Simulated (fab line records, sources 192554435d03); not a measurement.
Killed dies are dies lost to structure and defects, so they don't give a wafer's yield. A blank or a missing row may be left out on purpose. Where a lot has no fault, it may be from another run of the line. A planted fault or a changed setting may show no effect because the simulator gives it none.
Struck lot and sound lot, side by side | flow n5 finfet | 39 steps out of a route of 1938
Sound: these wafers, L349.2, L349.4, L349.5. Struck: wafer L357.5; the same lot's L357.1 was not struck, so it is left out; see the end for the cause.
Each step with rows lists, per side, the tool, then ch with its chambers, then its first start. Under that, the readings that differ: sound wafers | struck wafers | difference of the means | sigmas: that difference in standard deviations of wafers without a fault.
alike: same words and numbers on both sides, and readings whose means sit less than 2 such deviations apart. not compared: any withheld reading, any reading some wafer has no value for, any bound like >300 that may hide the same value, and any number with overlapping values for which the record gives no deviation.
Wherever a step has rows on one side only, a row that says differs or no value, or a row with sigmas, the two part there. Numbers that have no deviation but don't overlap get no sigmas and don't part them. A reading missing from all wafers of one side parts the sides only when that side holds two or more wafers.

first, 9 steps without rows for these wafers: N5_FIN_CUT_COAT_02 (resist thk 30 nm); N5_FIN_CUT_EBR_04; N5_FIN_CUT_SOFTBAKE_03 (time 60 s); N5_FIN_CUT_EXPOSE_05 (exposes mask FIN CUT); N5_FIN_CUT_PEB_06 (peb time 60 s); N5_FIN_CUT_DEVELOP_07 (develop time 30 s); N5_FIN_CUT_DESCUM_13 (chemistry O2, time 7 s); N5_FIN_CUT_ETCH_30 (etches underlayer in N2/H2, target depth 13 nm, time 10.4 s); N5_FIN_CUT_ETCH_20 (etches SiARC in CF4, target depth 26 nm, time 43.3 s).
N5_FIN_CUT_ETCH_21: etches SOC in N2/H2, target depth 219 nm, overetch 43.8 nm, time 523.5 s.
  sound on rie diel-02 ch 0,3, day 2 21:17; struck on rie diel-02 ch 0, day 4 22:46
  reading                                    | sound           | struck | difference | sigmas
  model.etch.depth nm (nm)                   | 231 230.5 231.5 | 217.5  | -13.5      |
  model.SiARC_of_FIN_CUT_COAT_19.thk nm (nm) | 11.6 11.4 11.4  | 13.2   | +1.7       |
  alike: drypump motor current A, h2 flow sccm, oes product au, rf vpp V, showerhead plenum p Torr, throttle valve pct
  not compared: rf hours counter h, model.FIN_CUT.cd offset nm
then, 4 steps without rows for these wafers: N5_FIN_CUT_STRIP_23 (strips in N2/H2); N5_FIN_CUT_STRIP_31 (strips in N2/H2); N5_FIN_CUT_STRIP_24 (strips in CF4); N5_FIN_CUT_CUT_ETCH_26 (etches SiNx in CH3F/O2, target depth 39 nm, time 55.7 s).
N5_FIN_CUT_CUT_ETCH_27: etches SiO2 in CHF3/O2, target depth 4 nm, overetch 2 nm, time 4.9 s.
  sound on rie diel-02 ch 0,3, day 2 21:41; struck on rie diel-02 ch 0, day 4 23:09
  alike: drypump motor current A, mfc ar sccm, oes_ar_750_au, oes product au, rf vpp V, showerhead plenum p Torr, throttle valve pct
  not compared: rf hours counter h, model.FIN_CUT.cd offset nm
then, 22 steps without rows for these wafers: N5_FIN_CUT_PRECLEAN_35 (cleans in vHF, time 13.3 s); N5_FIN_CUT_CUT_ETCH_15 (etches Si in HBr/Cl2/O2, target depth 100 nm, bt time 10 s, time 42.4 s); N5_FIN_CUT_CUT_ETCH_28 (etches Si in HBr/Cl2/O2, target depth 6 nm, time 2.4 s); N5_FIN_CUT_STRIP_22 (strips in N2/H2); N5_FIN_CUT_PRECLEAN_36 (cleans in O3/DIW, time 60 s); N5_FIN_CUT_SRD_32 (time 30 s); N5_FIN_CUT_UV_OZONE_34 (time 120 s); N5_STI_FIN_REVEAL_ALD_00 (deposits SiO2, target thk 1 nm, pulse time 1 s); N5_STI_FIN_REVEAL_ALD_14 (deposits Si3N4, target thk 3 nm); N5_STI_FIN_REVEAL_FCVD_FILL_01 (material SiO2 flowable, target thk 312 nm, time 512.2 s); N5_STI_FIN_REVEAL_DENSIFY_02 (time 1800 s); N5_STI_FIN_REVEAL_CMP_04 (polishes, stops on Si3N4, t overpolish 4 s, target thk 131.83 nm); N5_STI_FIN_REVEAL_DENSIFY_30; N5_STI_FIN_REVEAL_ETCHBACK_08 (etches SiO2 in C4F6/O2, target depth 30.5 nm, time 10.167 s); N5_STI_FIN_REVEAL_STRIP_24 (strips in N2/H2, time 90 s); N5_STI_FIN_REVEAL_PRECLEAN_25 (cleans in SPM, time 90 s); N5_STI_FIN_REVEAL_PRECLEAN_26 (cleans in SC1, time 45 s); N5_STI_FIN_REVEAL_PRECLEAN_29 (cleans in DHF, time 30 s); N5_STI_FIN_REVEAL_SRD_12 (time 30 s); N5_STI_FIN_REVEAL_RECESS_09 (chemistry HF/NH3, target SiO2, afs cycles 11, target depth 42.5 nm, sublimation time 60 s); N5_STI_FIN_REVEAL_STRIP_16 (strips SiNx in H3PO4, target depth 23.8 nm); N5_STI_FIN_REVEAL_PRECLEAN_17 (cleans in NF3:NH3, afs cycles 1, time 20 s, sublimation time 60 s).
N5_BEOL_M4_RC_MEAS_101:
  the record has rows for the sound wafers here (prober-01 ch 0, day 9 05:19) and none for the struck ones
-- here the record skips 10 days between the struck wafers' starts before and after, leaving off in module BEOL_M4 and picking up in module PASSIVATION (first step shown: number 1936 of the route) --
N5_PASSIVATION_PROBE_49:
  rows exist in the record for the struck wafers here (prober-02, day 15 07:29), but not for the sound ones

WHERE THEY PART
At N5_BEOL_M4_RC_MEAS_101 first; at N5_PASSIVATION_PROBE_49 last (within this record only).

WHY: the cause the simulator had injected
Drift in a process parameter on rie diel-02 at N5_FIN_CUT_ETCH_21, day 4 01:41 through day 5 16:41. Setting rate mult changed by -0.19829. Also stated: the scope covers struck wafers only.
